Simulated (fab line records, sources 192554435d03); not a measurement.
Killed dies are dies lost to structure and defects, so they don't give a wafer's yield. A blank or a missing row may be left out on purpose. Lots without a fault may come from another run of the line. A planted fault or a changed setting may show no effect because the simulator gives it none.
fab line records | flow n5_finfet
record lots=5 wafers=15 last_day=16
route steps=1938 shown BEOL_M11@1551
lots that met no fault: from a run of the same line without faults
start_h: hours from the record's first day to the start of the lot's first wafer shown | wait_h: hours since the lot's step before | " the same as in the row above | L1.1+2: a row that stands for several wafers | - no value, or no start given | * or withheld: withheld | < > ~ a bound
route shown NAME@n: a module of which the file shows steps, and the number in the route of the first | usual: mean/standard deviation of fault-free wafers | same: alike in all rows | chamber/n: place in a boat | sites: the reading at each site | _std_site: their standard deviation | _edge_site: outer sites' mean less inner sites' | radius_mm: how far each site lies from the wafer's centre | mask NAME#n: copy n | behind: the tool/chamber that last shaped the wafer | hold: why the lot was held/for how many hours/how that ended | device: the transistor (n, p or np) that didn't switch | end of line: the same wafers' tests at the end of the route | a step without rows: its recipe alone | killed: dies lost to structure and defects at the first sort, not the wafer's yield | map: a wafer's dies, x killed, . not, _ none there
set.NAME: the setting as run; set.NAME@STEP: as run at that earlier step | model.NAME: the simulator's own value behind a step, which no gauge read
lots at some steps of the route; a table a step, a row a wafer
services: from which hour (start_h, from the record's first day; less than 0 if before it) a tool's chamber was out of use, for how many hours, and why
## steps
# step N5_BEOL_M11_INSPECT_13
# recipe mode=adi inspect_instrument=brightfield
# usual raw_defect_count=384/69
# columns lot.wafer tool chamber start_h wait_h raw_defect_count
L076.1 defect_inspect-01 - 232.39 0.0 413
L076.3 " - " " 377
L076.5 " - " " 299
L078.1 defect_inspect-01 - 234.14 0.0 337
L078.2 " - " " 385
L078.6 " - " " 391
L094.2 defect_inspect-02 - 332.25 0.0 435
L094.3 " - " " 477
L094.4 " - " " 631
L093.1 defect_inspect-01 - 335.90 0.0 378
L093.3 " - " " 350
L093.5 " - " " 462
L096.3 defect_inspect-02 - 345.89 0.0 428
L096.4 " - " " 383
L096.5 " - " " 353
# step N5_BEOL_M11_DESCUM_16
# recipe chemistry=O2 time_s=7.9 source_power_w=50 bias_power_w=20 pressure_mtorr=20 rf_frequency_hz=2.712e+07 temp_c=40 resist=CAR-ArF o2_flow_sccm=225
# usual drypump_motor_current_A=5.9/0.38 o2_flow_sccm=224.9/0.65 oes_product_au=0.81/0.076 rf_vpp_V=243.6/1.4 showerhead_plenum_p_Torr=2.12/0.082 throttle_valve_pct=20.36/0.21
# columns lot.wafer tool chamber start_h wait_h drypump_motor_current_A o2_flow_sccm oes_product_au rf_hours_counter_h rf_vpp_V showerhead_plenum_p_Torr throttle_valve_pct
L076.1 rie_diel-03 3 232.43 0.0 5.3 225.2 0.94 10 242.2 2.05 20.38
L076.3 " 0 " " 6.7 225.5 0.86 38 242.4 2.04 20.32
L076.5 " 2 " " 5.3 225.6 0.74 - 241.8 2.01 20.54
L078.1 rie_diel-03 0 234.40 0.3 6.6 224.7 0.86 39 242.5 2.04 20.34
L078.2 " 3 " " 5.3 223.5 0.94 10 243.2 2.05 20.40
L078.6 " 2 " " 5.3 225.7 0.74 - 242.1 2.01 20.54
L094.2 rie_diel-06 3 333.38 1.1 5.9 223.7 0.79 130 243.2 2.19 20.25
L094.3 " 1 " " 6.1 224.9 0.85 63 243.5 2.12 20.17
L094.4 " 0 " " 6.0 225.1 0.91 - 243.6 2.05 20.30
L093.1 rie_diel-06 1 336.96 1.1 6.2 225.6 0.84 66 244.5 2.12 20.19
L093.3 " 0 " " 5.9 224.5 0.91 29 244.2 2.05 20.28
L093.5 " 1 " " 6.2 224.6 0.85 - 243.7 2.12 20.17
L096.3 rie_diel-06 3 346.93 1.0 5.8 224.6 0.77 137 244.5 2.19 20.26
L096.4 " 1 " " 6.2 225.1 0.84 70 242.5 2.12 20.17
L096.5 " 2 " " 5.2 224.3 0.82 - 244.1 2.12 20.47
# step N5_BEOL_M11_ETCH_61
# recipe chemistry=CF4 target=SiARC target_depth_a=390 mask_material=CAR-ArF time_s=65 ion_energy_ev=80 pressure_mtorr=40 source_w=545 bias_w=36 Ar_flow_sccm=100 cf4_flow_sccm=100 ends=cleared
# usual drypump_motor_current_A=5.9/0.38 etch_rf_on_time_s=65.0/1.1 oes_product_au=0.69/0.066 rf_vpp_V=184.3/1.4 showerhead_plenum_p_Torr=2.17/0.078 throttle_valve_pct=15.55/0.22
# columns lot.wafer tool chamber start_h wait_h drypump_motor_current_A etch_rf_on_time_s oes_product_au rf_hours_counter_h rf_vpp_V showerhead_plenum_p_Torr throttle_valve_pct
L076.1 rie_diel-03 3 232.46 0.0 5.3 63.6 0.81 10 183.9 2.11 15.56
L076.3 " 0 " " 6.7 63.2 0.75 38 182.6 2.10 15.51
L076.5 " 2 " " 5.3 65.9 0.63 - 183.7 2.06 15.72
L078.1 rie_diel-03 0 234.43 0.0 6.7 64.1 0.74 39 182.7 2.10 15.51
L078.2 " 3 " " 5.3 64.1 0.80 10 182.9 2.11 15.57
L078.6 " 2 " " 5.3 66.1 0.63 - 183.0 2.06 15.73
L094.2 rie_diel-06 3 333.42 0.0 5.8 65.5 0.67 130 183.1 2.24 15.43
L094.3 " 1 " " 6.1 63.7 0.72 63 184.2 2.18 15.35
L094.4 " 0 " " 5.9 64.5 0.78 - 183.8 2.10 15.39
L093.1 rie_diel-06 1 337.00 0.0 6.2 64.1 0.73 66 185.3 2.17 15.37
L093.3 " 0 " " 5.9 64.9 0.78 29 183.4 2.09 15.39
L093.5 " 1 " " 6.1 65.1 0.73 - 183.1 2.18 15.36
L096.3 rie_diel-06 3 346.96 0.0 5.9 65.5 0.67 137 184.6 2.23 15.43
L096.4 " 1 " " 6.2 64.6 0.72 70 184.1 2.17 15.36
L096.5 " 2 " " 5.2 66.3 0.69 - 185.2 2.16 15.57
# step N5_BEOL_M11_ETCH_62
# recipe chemistry=N2/H2 target=SOC target_depth_a=1100 overetch_a=220 mask_material=SiARC temp_c=40 time_s=165 ion_energy_ev=200 pressure_mtorr=30 source_w=840 bias_w=150 n2_flow_sccm=200 h2_flow_sccm=200
# usual drypump_motor_current_A=5.9/0.38 h2_flow_sccm=200.0/0.62 oes_product_au=0.68/0.059 rf_vpp_V=524.7/2.7 showerhead_plenum_p_Torr=2.57/0.097 throttle_valve_pct=17.77/0.26
# columns lot.wafer tool chamber start_h wait_h drypump_motor_current_A h2_flow_sccm oes_product_au rf_hours_counter_h rf_vpp_V showerhead_plenum_p_Torr throttle_valve_pct
L076.1 rie_diel-03 3 232.51 0.0 5.3 199.6 0.78 10 522.6 2.50 17.76
L076.3 " 0 " " 6.7 199.5 0.73 38 521.2 2.49 17.73
L076.5 " 2 " " 5.3 200.3 0.64 - 522.2 2.45 18.11
L078.1 rie_diel-03 0 234.48 0.0 6.6 199.6 0.73 39 521.6 2.49 17.74
L078.2 " 3 " " 5.3 199.2 0.79 10 521.7 2.50 17.74
L078.6 " 2 " " 5.3 200.5 0.64 - 519.9 2.45 18.09
L094.2 rie_diel-06 3 333.47 0.0 5.8 199.3 0.67 130 525.9 2.66 17.73
L094.3 " 1 " " 6.2 201.3 0.71 63 524.4 2.57 17.51
L094.4 " 0 " " 6.0 199.8 0.77 - 523.2 2.49 17.66
L093.1 rie_diel-06 1 337.05 0.0 6.1 200.0 0.71 66 524.7 2.57 17.51
L093.3 " 0 " " 6.0 200.5 0.77 29 523.6 2.48 17.66
L093.5 " 1 " " 6.2 199.9 0.71 - 524.7 2.57 17.51
L096.3 rie_diel-06 3 347.01 0.0 5.8 200.4 0.66 137 527.2 2.66 17.73
L096.4 " 1 " " 6.1 201.0 0.71 70 524.9 2.57 17.54
L096.5 " 2 " " 5.2 199.8 0.70 - 523.0 2.56 17.81
# step N5_BEOL_M11_STRIP_68
# recipe chemistry=N2/H2 temp_c=40 n2_flow_sccm=200 h2_flow_sccm=200 rf_frequency_hz=6e+07
# columns lot.wafer tool chamber start_h wait_h
L076.1+3+5 rie_diel-03 3,0,2 232.65 0.1
L078.1+2+6 rie_diel-03 0,3,2 234.62 0.1
L094.2+3+4 rie_diel-06 3,1,0 333.60 0.1
L093.1+3+5 rie_diel-06 1,0,1 337.19 0.1
L096.3+4+5 rie_diel-06 3,1,2 347.15 0.1
# step N5_BEOL_M11_STRIP_67
# recipe chemistry=CF4 resist=SiARC power_w=300 bias_power_w=75 pressure_mtorr=50 cf4_flow_sccm=150 rf_frequency_hz=6e+07
# usual drypump_motor_current_A=5.9/0.38 oes_product_au=0.81/0.07 rf_vpp_V=271.5/1.5 showerhead_plenum_p_Torr=1.82/0.065 throttle_valve_pct=13.51/0.23
# columns lot.wafer tool chamber start_h wait_h drypump_motor_current_A oes_product_au rf_hours_counter_h rf_vpp_V showerhead_plenum_p_Torr throttle_valve_pct
L076.1 rie_diel-03 3 232.66 0.0 5.4 0.92 10 271.5 1.77 13.47
L076.3 " 0 " " 6.6 0.85 38 270.4 1.76 13.45
L076.5 " 2 " " 5.3 0.75 - 270.2 1.73 13.72
L078.1 rie_diel-03 0 234.63 0.0 6.6 0.86 39 270.5 1.76 13.45
L078.2 " 3 " " 5.3 0.91 10 270.6 1.77 13.47
L078.6 " 2 " " 5.3 0.75 - 270.2 1.73 13.73
L094.2 rie_diel-06 3 333.61 0.0 5.8 0.79 130 271.4 1.88 13.42
L094.3 " 1 " " 6.1 0.84 63 271.4 1.82 13.30
L094.4 " 0 " " 6.0 0.91 - 269.5 1.75 13.30
L093.1 rie_diel-06 1 337.20 0.0 6.2 0.83 66 273.4 1.82 13.32
L093.3 " 0 " " 6.0 0.90 29 269.7 1.75 13.33
L093.5 " 1 " " 6.2 0.84 - 271.8 1.82 13.33
L096.3 rie_diel-06 3 347.16 0.0 5.8 0.78 137 272.7 1.87 13.42
L096.4 " 1 " " 6.1 0.83 70 272.5 1.82 13.32
L096.5 " 2 " " 5.2 0.82 - 270.8 1.81 13.51
# step N5_BEOL_M11_HM_OPEN_17
# recipe chemistry=Cl2/BCl3 target_depth_a=200 overetch_a=60 target=TiN mask_material=SOC ion_energy_ev=150 pressure_mtorr=10 icp_w=1000 bias_w=126 Cl2_flow_sccm=53.25 bcl3_flow_sccm=21.75 Ar_flow_sccm=25
# usual drypump_motor_current_A=5.5/0.39 oes_product_au=0.64/0.051 throttle_valve_pct=22.3/0.32
# columns lot.wafer tool chamber start_h wait_h drypump_motor_current_A oes_product_au rf_hours_counter_h throttle_valve_pct
L076.1 rie_metal-01 1 232.70 0.0 6.1 0.67 34 22.5
L076.3 " 1 " " 6.1 0.68 - 22.5
L076.5 " 1 " " 6.1 0.68 - 22.5
L078.1 rie_metal-01 1 234.67 0.0 6.1 0.67 34 22.5
L078.2 " 0 " " 5.3 0.61 68 22.0
L078.6 " 1 " " 6.1 0.67 - 22.5
L094.2 rie_metal-01 1 333.66 0.0 6.1 0.64 44 22.6
L094.3 " 1 " " 6.0 0.65 - 22.6
L094.4 " 0 " " 5.3 0.59 - 22.0
L093.1 rie_metal-03 0 337.24 0.0 4.9 0.55 105 22.8
L093.3 " 0 " " 4.9 0.54 - 22.8
L093.5 " 0 " " 4.9 0.54 - 22.8
L096.3 rie_metal-03 1 347.29 0.1 5.6 0.72 - 22.4
L096.4 " 0 " " 4.9 0.55 - 22.8
L096.5 " 1 " " 5.6 0.71 - 22.4
# step N5_BEOL_M11_STRIP_19
# recipe chemistry=O2 power_w=400 temp_c=40 pressure_mtorr=30 rf_frequency_hz=6e+07 bias_power_w=0 overash_fraction=0.2 o2_flow_sccm=225
# usual drypump_motor_current_A=5.8/0.39 o2_flow_sccm=224.9/0.69 oes_product_au=0.82/0.072 rf_vpp_V=3.7/0.67 showerhead_plenum_p_Torr=2.12/0.075 throttle_valve_pct=16.57/0.19
# columns lot.wafer tool chamber start_h wait_h drypump_motor_current_A o2_flow_sccm oes_product_au rf_hours_counter_h rf_vpp_V showerhead_plenum_p_Torr throttle_valve_pct
L076.1 rie_diel-06 2 232.81 0.1 5.2 225.5 0.86 54 4.8 2.13 16.60
L076.3 " 2 " " 5.2 224.3 0.85 - 4.4 2.14 16.62
L076.5 " 3 " " 5.8 225.6 0.82 - 4.4 2.21 16.43
L078.1 rie_diel-02 0 234.91 0.2 6.0 225.1 0.82 89 4.1 2.21 16.37
L078.2 " 2 " " 6.2 223.8 0.73 205 4.2 1.99 17.04
L078.6 " 2 " " 6.2 223.6 0.73 - 2.7 1.99 17.00
L094.2 rie_diel-06 0 333.89 0.2 6.0 225.3 0.91 27 4.9 2.05 16.49
L094.3 " 3 " " 5.8 225.5 0.78 130 4.5 2.20 16.48
L094.4 " 1 " " 6.2 223.6 0.86 - 3.5 2.13 16.40
L093.1 rie_diel-02 2 337.47 0.2 6.2 225.2 0.70 238 4.1 1.98 17.09
L093.3 " 0 " " 6.0 224.4 0.78 121 4.2 2.20 16.43
L093.5 " 1 " " 6.2 225.2 0.70 - 3.9 2.16 16.48
L096.3 rie_diel-06 1 347.47 0.1 6.2 225.0 0.84 70 3.7 2.12 16.39
L096.4 " 3 " " 5.9 224.5 0.78 137 3.6 2.19 16.50
L096.5 " 2 " " 5.2 226.5 0.80 - 3.3 2.12 16.68
# step N5_BEOL_M11_CD_MEAS_18
# recipe pitch_nm=140 target_cd_nm=70
# usual cd_nm=70.1/0.51
# columns lot.wafer tool chamber start_h wait_h cd_nm
L076.1 cd_sem-02 - 232.90 0.1 69.5
L076.3 " - " " 69.7
L076.5 " - " " 70.4
L078.1 cd_sem-01 - 234.98 0.0 70.7
L078.2 " - " " 70.2
L078.6 " - " " 71.1
L094.2 cd_sem-01 - 333.96 0.1 70.2
L094.3 " - " " 70.1
L094.4 " - " " 70.7
L093.1 cd_sem-02 - 337.54 0.0 70.4
L093.3 " - " " 69.9
L093.5 " - " " 70.8
L096.3 cd_sem-02 - 347.55 0.1 70.0
L096.4 " - " " 71.1
L096.5 " - " " 70.2
# step N5_BEOL_M11_COAT_63
# recipe resist=SOC temp_c=250 time_s=60 spin_rpm=1500 resist_thk_nm=100
# usual chill_plate_temp_C=23.02/0.11 plate_temp_C=250.00/0.19
# columns lot.wafer tool chamber start_h wait_h chill_plate_temp_C plate_temp_C
L078.1 litho_track-04 0 235.44 0.5 23.01 250.06
L078.2 " 0 " " 23.05 250.08
L078.6 " 0 " " 23.01 250.28
L076.1 litho_track-05 0 235.44 2.5 23.06 250.06
L076.3 " 0 " " 23.18 250.28
L076.5 " 0 " " 23.16 250.24
L094.2 litho_track-02 0 334.00 0.0 23.16 249.81
L094.3 " 0 " " 23.21 249.68
L094.4 " 0 " " 23.15 249.80
L093.1 litho_track-05 0 337.57 0.0 23.07 250.17
L093.3 " 0 " " 22.97 249.92
L093.5 " 0 " " 22.99 250.00
L096.3 litho_track-02 0 349.90 2.3 22.97 250.19
L096.4 " 0 " " 23.03 250.13
L096.5 " 0 " " 23.03 250.00
# step N5_BEOL_M11_COAT_64
# recipe resist=SiARC temp_c=220 time_s=60 spin_rpm=1500 resist_thk_nm=30
# usual chill_plate_temp_C=23.02/0.091 plate_temp_C=220.03/0.17
# columns lot.wafer tool chamber start_h wait_h chill_plate_temp_C plate_temp_C
L078.1 litho_track-04 0 - - 23.02 219.91
L078.2 " 0 " " 23.03 219.82
L078.6 " 0 " " 23.01 219.99
L076.1 litho_track-05 0 - - 23.04 220.13
L076.3 " 0 " " 22.92 219.91
L076.5 " 0 " " 23.04 220.09
L094.2 litho_track-02 0 - - 22.97 220.01
L094.3 " 0 " " 23.07 220.03
L094.4 " 0 " " 23.08 219.99
L093.1 litho_track-05 0 - - 22.84 220.23
L093.3 " 0 " " 23.01 220.25
L093.5 " 0 " " 22.93 220.12
L096.3 litho_track-02 0 - - 23.00 220.12
L096.4 " 0 " " 23.14 220.12
L096.5 " 0 " " 23.07 219.71
# step N5_BEOL_M11_COAT_22
# recipe resist=CAR-ArF spin_rpm=1500 resist_thk_nm=90
# usual chill_plate_temp_C=22.99/0.11
# columns lot.wafer tool chamber start_h wait_h chill_plate_temp_C
L078.1 litho_track-04 0 - - 23.06
L078.2 " 0 " " 23.13
L078.6 " 0 " " 22.78
L076.1 litho_track-05 0 - - 23.04
L076.3 " 0 " " 22.89
L076.5 " 0 " " 22.76
L094.2 litho_track-02 0 - - 23.23
L094.3 " 0 " " 23.15
L094.4 " 0 " " 23.13
L093.1 litho_track-05 0 - - 22.93
L093.3 " 0 " " 23.13
L093.5 " 0 " " 23.02
L096.3 litho_track-02 0 - - 23.21
L096.4 " 0 " " 23.17
L096.5 " 0 " " 23.02
# step N5_BEOL_M11_EBR_24
# recipe solvent=PGMEA ebr_width_mm=1.5
# usual chill_plate_temp_C=23.01/0.11
# columns lot.wafer tool chamber start_h wait_h chill_plate_temp_C
L078.1 litho_track-04 0 - - 23.03
L078.2 " 0 " " 23.17
L078.6 " 0 " " 23.09
L076.1 litho_track-05 0 - - 23.10
L076.3 " 0 " " 23.31
L076.5 " 0 " " 23.19
L094.2 litho_track-02 0 - - 23.00
L094.3 " 0 " " 23.00
L094.4 " 0 " " 23.02
L093.1 litho_track-05 0 - - 22.94
L093.3 " 0 " " 22.89
L093.5 " 0 " " 22.90
L096.3 litho_track-02 0 - - 22.93
L096.4 " 0 " " 23.07
L096.5 " 0 " " 22.98
# step N5_BEOL_M11_SOFTBAKE_23
# recipe temp_c=110 time_s=60 resist=CAR-ArF
# usual chill_plate_temp_C=23.01/0.11 plate_temp_C=109.99/0.11
# columns lot.wafer tool chamber start_h wait_h chill_plate_temp_C plate_temp_C
L078.1 litho_track-04 0 - - 22.97 110.01
L078.2 " 0 " " 23.07 109.87
L078.6 " 0 " " 22.94 109.77
L076.1 litho_track-05 0 - - 23.07 109.98
L076.3 " 0 " " 22.90 110.12
L076.5 " 0 " " 23.13 110.02
L094.2 litho_track-02 0 - - 22.96 110.05
L094.3 " 0 " " 23.02 110.01
L094.4 " 0 " " 23.09 109.90
L093.1 litho_track-05 0 - - 22.87 110.06
L093.3 " 0 " " 22.95 109.92
L093.5 " 0 " " 22.99 109.98
L096.3 litho_track-02 0 - - 22.87 109.81
L096.4 " 0 " " 22.96 109.94
L096.5 " 0 " " 22.95 110.04
# step N5_BEOL_M11_EXPOSE_25
# recipe mask_id=V10 na=1.35 source_shape=annular sigma_inner=0.5 sigma_outer=0.8 polarization=unpolarized dose_mj=85.5
# usual exposure_dose_mJ_cm2=85.44/0.094
# columns lot.wafer tool chamber start_h wait_h mask exposure_dose_mJ_cm2
L078.1 arfi_scanner-03 0 235.68 - V10#0 85.47
L078.2 " 0 " " V10#0 85.41
L078.6 " 0 " " V10#0 85.34
L076.1 arfi_scanner-01 0 235.85 - V10#0 85.32
L076.3 " 0 " " V10#0 85.46
L076.5 " 0 " " V10#0 85.43
L094.2 arfi_scanner-01 0 334.13 - V10#0 85.35
L094.3 " 0 " " V10#0 85.31
L094.4 " 0 " " V10#0 85.37
L093.1 arfi_scanner-03 0 337.81 - V10#0 85.44
L093.3 " 0 " " V10#0 85.35
L093.5 " 0 " " V10#0 85.48
L096.3 arfi_scanner-01 0 350.03 - V10#0 85.45
L096.4 " 0 " " V10#0 85.63
L096.5 " 0 " " V10#0 85.50
# step N5_BEOL_M11_PEB_26
# recipe peb_temp_c=withheld peb_time_s=60 resist=CAR-ArF
# usual chill_plate_temp_C=23.01/0.1
# columns lot.wafer tool chamber start_h wait_h chill_plate_temp_C
L078.1 litho_track-04 0 235.75 0.1 23.05
L078.2 " 0 " " 22.98
L078.6 " 0 " " 23.05
L076.1 litho_track-05 0 235.92 0.1 23.10
L076.3 " 0 " " 22.98
L076.5 " 0 " " 22.91
L094.2 litho_track-02 0 334.18 0.1 22.95
L094.3 " 0 " " 23.09
L094.4 " 0 " " 23.09
L093.1 litho_track-05 0 337.88 0.1 22.85
L093.3 " 0 " " 23.10
L093.5 " 0 " " 22.88
L096.3 litho_track-05 0 350.08 0.0 23.15
L096.4 " 0 " " 22.98
L096.5 " 0 " " 23.00
# step N5_BEOL_M11_DEVELOP_27
# recipe develop_time_s=30 developer=TMAH resist=CAR-ArF rinse_liquid=diw dry=air_spin dev_temp_c=23
# usual chill_plate_temp_C=23.01/0.11
# columns lot.wafer tool chamber start_h wait_h chill_plate_temp_C
L078.1 litho_track-04 0 - - 23.07
L078.2 " 0 " " 22.98
L078.6 " 0 " " 23.01
L076.1 litho_track-05 0 - - 23.14
L076.3 " 0 " " 23.07
L076.5 " 0 " " 22.95
L094.2 litho_track-02 0 - - 22.97
L094.3 " 0 " " 23.21
L094.4 " 0 " " 22.99
L093.1 litho_track-05 0 - - 23.09
L093.3 " 0 " " 22.93
L093.5 " 0 " " 22.86
L096.3 litho_track-05 0 - - 23.29
L096.4 " 0 " " 22.95
L096.5 " 0 " " 23.07
# step N5_BEOL_M11_CD_MEAS_28
# recipe target_cd_nm=70 landing_energy_ev=500 detector=se_inlens polarity=opening
# usual cd_nm=70.0/0.78
# columns lot.wafer tool chamber start_h wait_h cd_nm
L078.1 cd_sem-01 0 235.81 - 70.0
L078.2 " 0 " " 68.8
L078.6 " 0 " " 69.6
L076.1 cd_sem-03 0 235.98 - 69.9
L076.3 " 0 " " 70.8
L076.5 " 0 " " 70.4
L094.2 cd_sem-02 0 334.25 - 69.7
L094.3 " 0 " " 69.7
L094.4 " 0 " " 69.2
L093.1 cd_sem-02 0 337.95 - 69.7
L093.3 " 0 " " 70.0
L093.5 " 0 " " 68.4
L096.3 cd_sem-01 0 350.15 - 70.4
L096.4 " 0 " " 69.7
L096.5 " 0 " " 69.3
# step N5_BEOL_M11_OVL_MEAS_29
# recipe points_per_wafer=44
# usual V10_OVL=0.0/0.81
# columns lot.wafer tool chamber start_h wait_h V10_OVL[nm]
L078.1 overlay-01 0 235.85 0.0 -1.1
L078.2 " 0 " " -0.8
L078.6 " 0 " " -0.6
L076.1 overlay-01 0 236.01 0.0 0.8
L076.3 " 0 " " 1.3
L076.5 " 0 " " 0.6
L094.2 overlay-02 0 334.28 0.0 0.8
L094.3 " 0 " " 0.8
L094.4 " 0 " " 1.6
L093.1 overlay-01 0 337.98 0.0 0.4
L093.3 " 0 " " 0.9
L093.5 " 0 " " -1.0
L096.3 overlay-02 0 350.18 0.0 0.0
L096.4 " 0 " " 1.5
L096.5 " 0 " " -0.7
# step N5_BEOL_M11_INSPECT_30
# recipe mode=adi inspect_instrument=brightfield
# usual raw_defect_count=385/67
# columns lot.wafer tool chamber start_h wait_h raw_defect_count
L078.1 defect_inspect-01 - 235.87 0.0 346
L078.2 " - " " 374
L078.6 " - " " 376
L076.1 defect_inspect-02 - 236.04 0.0 434
L076.3 " - " " 355
L076.5 " - " " 283
L094.2 defect_inspect-01 - 334.30 0.0 439
L094.3 " - " " 475
L094.4 " - " " 578
L093.1 defect_inspect-01 - 338.01 0.0 411
L093.3 " - " " 350
L093.5 " - " " 440
L096.3 defect_inspect-02 - 350.20 0.0 415
L096.4 " - " " 372
L096.5 " - " " 348
# step N5_BEOL_M11_DESCUM_33
# recipe chemistry=O2 time_s=7.9 source_power_w=50 bias_power_w=20 pressure_mtorr=20 rf_frequency_hz=2.712e+07 temp_c=40 resist=CAR-ArF o2_flow_sccm=225
# usual drypump_motor_current_A=5.9/0.43 o2_flow_sccm=225.1/0.68 oes_product_au=0.81/0.073 rf_vpp_V=243.4/1.6 showerhead_plenum_p_Torr=2.11/0.084 throttle_valve_pct=20.39/0.21
# columns lot.wafer tool chamber start_h wait_h drypump_motor_current_A o2_flow_sccm oes_product_au rf_hours_counter_h rf_vpp_V showerhead_plenum_p_Torr throttle_valve_pct
L078.1 rie_diel-03 1 236.02 0.2 5.9 225.1 0.72 184 244.0 2.17 20.68
L078.2 " 3 " " 5.4 223.6 0.93 11 242.5 2.05 20.40
L078.6 " 0 " " 6.7 224.4 0.85 - 242.5 2.04 20.35
L076.1 rie_diel-02 1 236.66 0.6 6.2 224.2 0.73 171 246.6 2.17 20.12
L076.3 " 2 " " 6.2 225.9 0.73 206 240.5 1.98 20.77
L076.5 " 2 " " 6.2 225.0 0.73 - 242.8 1.98 20.76
L094.2 rie_diel-02 1 334.89 0.6 6.2 225.2 0.70 203 243.3 2.16 20.17
L094.3 " 0 " " 6.0 225.1 0.78 120 243.7 2.19 20.17
L094.4 " 2 " " 6.2 224.4 0.70 237 241.6 1.97 20.82
L093.1 rie_diel-02 0 338.92 0.9 6.0 223.6 0.78 122 245.2 2.19 20.19
L093.3 " 1 " " 6.2 225.0 0.70 204 244.3 2.16 20.19
L093.5 " 3 " " 5.6 224.1 0.85 - 245.1 2.22 20.37
L096.3 rie_diel-03 2 350.24 0.0 5.3 226.3 0.72 193 242.4 2.00 20.59
L096.4 " 1 " " 5.9 224.0 0.69 214 244.4 2.16 20.73
L096.5 " 1 " " 5.9 224.6 0.70 - 244.1 2.16 20.72
# step N5_BEOL_M11_ETCH_65
# recipe chemistry=CF4 target=SiARC target_depth_a=390 mask_material=CAR-ArF time_s=65 ion_energy_ev=80 pressure_mtorr=40 source_w=545 bias_w=36 Ar_flow_sccm=100 cf4_flow_sccm=100 ends=cleared
# usual drypump_motor_current_A=5.9/0.43 etch_rf_on_time_s=65.0/1.1 oes_product_au=0.69/0.063 rf_vpp_V=184.3/1.3 showerhead_plenum_p_Torr=2.16/0.079 throttle_valve_pct=15.58/0.22
# columns lot.wafer tool chamber start_h wait_h drypump_motor_current_A etch_rf_on_time_s oes_product_au rf_hours_counter_h rf_vpp_V showerhead_plenum_p_Torr throttle_valve_pct
L078.1 rie_diel-03 1 236.06 0.0 5.9 66.9 0.61 184 184.1 2.22 15.87
L078.2 " 3 " " 5.3 64.3 0.80 11 183.1 2.11 15.56
L078.6 " 0 " " 6.7 64.8 0.74 - 186.9 2.10 15.51
L076.1 rie_diel-02 1 236.70 0.0 6.2 64.7 0.62 171 184.1 2.22 15.40
L076.3 " 2 " " 6.2 65.9 0.62 206 182.3 2.04 16.01
L076.5 " 2 " " 6.2 65.1 0.62 - 182.0 2.04 15.99
L094.2 rie_diel-02 1 334.93 0.0 6.2 65.1 0.60 203 185.7 2.21 15.46
L094.3 " 0 " " 6.0 65.3 0.67 120 185.9 2.24 15.38
L094.4 " 2 " " 6.2 65.5 0.60 237 181.9 2.03 16.07
L093.1 rie_diel-02 0 338.95 0.0 6.0 66.4 0.66 122 185.7 2.24 15.38
L093.3 " 1 " " 6.2 66.5 0.59 204 185.7 2.21 15.46
L093.5 " 3 " " 5.6 63.2 0.73 - 185.2 2.26 15.50
L096.3 rie_diel-03 2 350.27 0.0 5.3 65.5 0.62 193 183.7 2.05 15.78
L096.4 " 1 " " 5.9 66.8 0.60 214 185.3 2.21 15.93
L096.5 " 1 " " 5.9 66.0 0.60 - 184.7 2.21 15.94
# step N5_BEOL_M11_ETCH_66
# recipe chemistry=N2/H2 target=SOC target_depth_a=1200 overetch_a=240 mask_material=SiARC temp_c=40 time_s=180 ion_energy_ev=200 pressure_mtorr=30 source_w=840 bias_w=150 n2_flow_sccm=200 h2_flow_sccm=200
# usual drypump_motor_current_A=5.9/0.42 h2_flow_sccm=200.1/0.63 oes_product_au=0.65/0.054 rf_vpp_V=524.5/2.8 showerhead_plenum_p_Torr=2.57/0.098 throttle_valve_pct=17.79/0.26
# columns lot.wafer tool chamber start_h wait_h drypump_motor_current_A h2_flow_sccm oes_product_au rf_hours_counter_h rf_vpp_V showerhead_plenum_p_Torr throttle_valve_pct
L078.1 rie_diel-03 1 236.11 0.0 5.9 200.0 0.59 184 527.3 2.64 18.22
L078.2 " 3 " " 5.4 199.8 0.75 11 522.5 2.50 17.74
L078.6 " 0 " " 6.7 199.5 0.69 - 521.4 2.48 17.75
L076.1 rie_diel-02 1 236.75 0.0 6.3 199.6 0.59 171 526.4 2.65 17.53
L076.3 " 2 " " 6.2 200.0 0.59 206 520.4 2.42 18.24
L076.5 " 2 " " 6.2 199.9 0.59 - 520.0 2.42 18.24
L094.2 rie_diel-02 1 334.98 0.0 6.3 199.3 0.58 203 525.8 2.63 17.57
L094.3 " 0 " " 6.0 201.1 0.64 120 527.1 2.66 17.53
L094.4 " 2 " " 6.2 200.3 0.58 237 519.0 2.40 18.30
L093.1 rie_diel-02 0 339.00 0.0 6.0 200.1 0.63 122 526.4 2.66 17.57
L093.3 " 1 " " 6.2 200.8 0.57 204 526.7 2.63 17.60
L093.5 " 3 " " 5.6 200.3 0.68 - 527.1 2.69 17.66
L096.3 rie_diel-03 2 350.32 0.0 5.3 199.5 0.59 193 520.7 2.43 18.16
L096.4 " 1 " " 5.9 199.8 0.57 214 526.2 2.63 18.26
L096.5 " 1 " " 6.0 200.0 0.57 - 526.6 2.63 18.26
# step N5_BEOL_M11_STRIP_69
# recipe chemistry=N2/H2 temp_c=40 n2_flow_sccm=200 h2_flow_sccm=200 rf_frequency_hz=6e+07
# columns lot.wafer tool chamber start_h wait_h
L078.1+2+6 rie_diel-03 1,3,0 236.22 0.1
L076.1+3+5 rie_diel-02 1,2,2 236.86 0.1
L094.2+3+4 rie_diel-02 1,0,2 335.09 0.1
L093.1+3+5 rie_diel-02 0,1,3 339.12 0.1
L096.3+4+5 rie_diel-03 2,1,1 350.43 0.1
## services
# columns tool chamber start_h hours kind
rie_diel-02 2 223.76 6.1 repair
arfi_scanner-03 - 227.72 0.8 pm
rie_diel-06 0 229.98 - clean
rie_diel-06 0 229.98 - consumable_replace:focus_ring
rie_diel-06 0 229.98 14.3 scheduled_down
rie_diel-06 0 229.98 14.3 vent_cycle
rie_diel-02 2 237.18 4.4 repair
arfi_scanner-01 - 238.05 4.8 repair
rie_diel-06 2 241.17 1.2 repair
arfi_scanner-03 - 248.85 1.3 pm
rie_metal-03 - 253.80 1.7 repair
rie_diel-06 3 259.63 4.8 repair
arfi_scanner-03 - 273.69 4.8 pm
arfi_scanner-01 - 285.51 3.9 pm
rie_diel-06 - 298.79 0.8 repair
arfi_scanner-03 - 303.09 1.0 repair
arfi_scanner-01 - 304.10 1.3 pm
arfi_scanner-01 - 305.40 1.0 pm
arfi_scanner-01 - 321.97 0.8 pm
rie_diel-03 - 323.93 14.6 pm
rie_diel-06 2 325.16 13.6 repair
arfi_scanner-03 - 339.88 0.8 pm
rie_diel-02 - 343.94 2.8 pm
arfi_scanner-03 - 349.83 1.0 pm
## key
fault none
